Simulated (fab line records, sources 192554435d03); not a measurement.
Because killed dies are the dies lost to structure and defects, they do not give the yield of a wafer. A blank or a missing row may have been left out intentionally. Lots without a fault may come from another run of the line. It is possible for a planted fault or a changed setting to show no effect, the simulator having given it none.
A lot that was struck, set against a sound lot    flow n5 finfet    26 steps out of a route of 1938
Sound: these wafers, L165.1, L165.5, L165.6. Struck: wafer L166.5. (L166.1, L166.6 of the same lot were not struck and are left out.) The cause comes at the end.
For every step that has rows: the tool of each side, followed by ch and its chambers, followed by its first start. Under that, the readings that differ: sound wafers    struck wafers    difference of the means    sigmas: that difference in standard deviations of wafers without a fault.
alike: readings whose means differ by less than 2 such deviations, and words and numbers that are the same on both sides. not compared: withheld readings, readings that some wafer has no value for, bounds like >300 that may hide the same value, and numbers for which the record gives no deviation and whose values overlap.
The two part at a step that has a row with sigmas, a row that says differs or no value, or rows on one side only. Numbers that don't overlap but have no deviation are shown without sigmas and don't part them. Lack of a reading on every wafer of one side parts them only where that side has two or more wafers.

first, 9 steps without rows for these wafers: N5_BEOL_M0_SAQP_EXPOSE_11 (exposes mask M0 CORE, target cd 42 nm); N5_BEOL_M0_SAQP_PEB_12 (peb time 60 s); N5_BEOL_M0_SAQP_DEVELOP_13 (develop time 30 s); N5_BEOL_M0_SAQP_DESCUM_19 (chemistry O2, time 7.9 s); N5_BEOL_M0_SAQP_ETCH_83 (etches SiARC in CF4, target depth 39 nm, time 65 s); N5_BEOL_M0_SAQP_ETCH_84 (etches SOC in N2/H2, target depth 100 nm, overetch 20 nm, time 150 s); N5_BEOL_M0_SAQP_STRIP_80 (strips in N2/H2); N5_BEOL_M0_SAQP_HM_OPEN_112 (chemistry CHF3/O2, target SiO2, stops on a-Si, target depth 12 nm, time 13.5 s); N5_BEOL_M0_SAQP_STRIP_113 (strips in CHF3/O2).
N5_BEOL_M0_SAQP_MANDREL_ETCH_20: etches a-Si in HBr/Cl2, stops on SiNx, target depth 60 nm, bt time 10 s, time 30 s.
  sound on rie si-04 ch 2,3, day 8 14:53; struck on rie si-04 ch 0, day 8 17:25
reading                                          sound              struck  difference  sigmas
rf fwd power W (W)                               796.4 796.7 795.5  985.7   +189.5      +76
model.SOC_of_BEOL_M0_SAQP_COAT_81.thk nm (nm)    76.2 76.6 76.6     73.4    -3.1        
model.SiNx_of_BEOL_M0_SAQP_PECVD_97.thk nm (nm)  18.6 18.2 18.6     17.2    -1.3        
  alike: bias w, drypump motor current A, oes product au, throttle valve pct
  not compared: rf hours counter h
then, 12 steps without rows for these wafers: N5_BEOL_M0_SAQP_STRIP_86 (strips in N2/H2); N5_BEOL_M0_SAQP_STRIP_115 (strips in post etch residue remover, time 60 s); N5_BEOL_M0_SAQP_SRD_93 (time 30 s); N5_BEOL_M0_SAQP_RECESS_114 (chemistry HF/NH3, target SiO2, target depth 14.4 nm, afs cycles 3, sublimation time 60 s); N5_BEOL_M0_SAQP_SPACER1_ALD_98 (deposits SiO2, target thk 12.8 nm, pulse time 1 s, purge time 2 s); N5_BEOL_M0_SAQP_SPACER1_ETCHBACK_99 (etches SiO2 in CHF3/O2, target depth 15.4 nm, time 7.7 s); N5_BEOL_M0_SAQP_MANDREL1_REMOVE_100 (chemistry HBr/Cl2/O2, target a-Si, stops on SiNx, bt time 10 s); N5_BEOL_M0_SAQP_ETCH_101 (etches SiNx in CH3F/O2, target depth 29.9 nm, time 42.7 s); N5_BEOL_M0_SAQP_ETCH_102 (etches SiO2 in CF4, target depth 4 nm, time 4.4 s); N5_BEOL_M0_SAQP_MANDREL_ETCH_103 (etches a-Si in HBr/Cl2, stops on SiCN, target depth 45 nm, bt time 10 s, time 27 s); N5_BEOL_M0_SAQP_RECESS_104 (chemistry HF/NH3, target SiO2, target depth 18 nm, afs cycles 3, sublimation time 60 s); N5_BEOL_M0_SAQP_COAT_105 (time 60 s, resist thk 100 nm).
N5_BEOL_M0_SAQP_ETCH_106: etches SOC in N2/H2, stops on SiNx, target depth 150 nm.
  sound on rie diel-06 ch 1,2,3, day 8 16:56; struck on rie diel-06 ch 1, day 8 20:38
reading                                          sound              struck  difference  sigmas
rf vpp V (V)                                     243.9 239.6 239.3  237.7   -3.2        -2
model.SiNx_of_BEOL_M0_SAQP_PECVD_97.thk nm (nm)  15.6 15.2 15.8     14.4    -1.1        
  alike: bias w, drypump motor current A, n2 flow sccm, oes product au, rf fwd power W, showerhead plenum p Torr, throttle valve pct
  not compared: rf hours counter h
then, 1 step without rows for these wafers: N5_BEOL_M0_SAQP_ETCH_107 (etches SiNx in CH3F/O2, target depth 30 nm).
-- record jumps: 4 days separate the struck wafers' starts on either side; left off in module BEOL_M0_SAQP, taken up again in module BEOL_M4, whose first shown step is the route's number 1111 --
N5_BEOL_M4_RC_MEAS_101:
  sound on prober-01 ch 0, day 11 22:37; struck on prober-01 ch 0, day 12 18:26
reading        sound           struck  difference  sigmas
ION_P (uA/um)  477 472 453     452     -15         -2
VT_P (mV)      -246 -245 -246  -255    -9          -3
  alike: DIBL_N, DIBL_P, IOFF_N, IOFF_P, ION_N, SS_N, SS_P, VT_N
next, for these wafers, 1 step has no rows: N5_PASSIVATION_PROBE_49.

## WHERE THEY PART
First at N5_BEOL_M0_SAQP_MANDREL_ETCH_20; last, within this record, at N5_BEOL_M4_RC_MEAS_101.

WHY: what had been put in by the simulator
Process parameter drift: rie si-04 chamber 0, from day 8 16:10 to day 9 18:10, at N5_BEOL_M0_SAQP_MANDREL_ETCH_20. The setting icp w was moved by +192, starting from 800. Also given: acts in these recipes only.
